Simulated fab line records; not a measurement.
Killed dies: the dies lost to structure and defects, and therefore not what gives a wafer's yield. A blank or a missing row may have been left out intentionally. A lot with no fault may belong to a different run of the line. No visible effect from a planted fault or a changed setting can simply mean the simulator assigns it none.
Matching of chambers    flow nand-harc    NHARC_A_STAIRCASE_TRIM_196 on rie-diel-06 has 4 sister chambers
The step chemistry O2, time 211.2 s. 8 wafers are shown with their chamber, then 8 later ones without.

## WAFERS, EACH WITH ITS CHAMBER
wafer   chamber  showerhead-plenum-p-Torr (Torr)  drypump-motor-current-A (A)
L082.1  1        3.79                             5.9
L083.2  1        3.78                             6.0
L083.4  3        3.43                             6.7
L086.4  3        3.43                             6.7
L091.1  0        3.33                             4.8
L091.4  2        3.60                             6.3
L091.5  2        3.60                             6.3
L092.2  0        3.33                             4.9

## WAFERS MISSING THEIR CHAMBER
wafer   showerhead-plenum-p-Torr (Torr)  drypump-motor-current-A (A)
L092.3  3.42                             6.7
L092.4  3.60                             6.3
L093.2  3.33                             4.8
L093.4  3.42                             6.7
L093.6  3.77                             5.9
L096.1  3.33                             4.8
L096.5  3.59                             6.3
L096.6  3.76                             5.9

## WHICH CHAMBER EACH ONE RAN IN
wafer   from the rows above  in truth
L092.3  3                    3
L092.4  2                    2
L093.2  0                    0
L093.4  3                    3
L093.6  1                    1
L096.1  0                    0
L096.5  2                    2
L096.6  1                    1
Correct placement for 8 of the 8. Left unplaced by these rows: 0. Number placed wrongly: 0.
How it was worked out, from the rows above alone: a wafer's distance from a chamber is the root of the sum, over the readings, of the square of ((its reading less the chamber's mean) divided by the reading's scatter). The wafer belongs to the nearest chamber; if the next one is less than 2 further off, it can't be placed. Each chamber's mean is taken over the wafers shown for it. The scatter: the root of (the sum of the squares of (reading less its chamber's mean) over the shown wafers, divided by (wafers less chambers)).
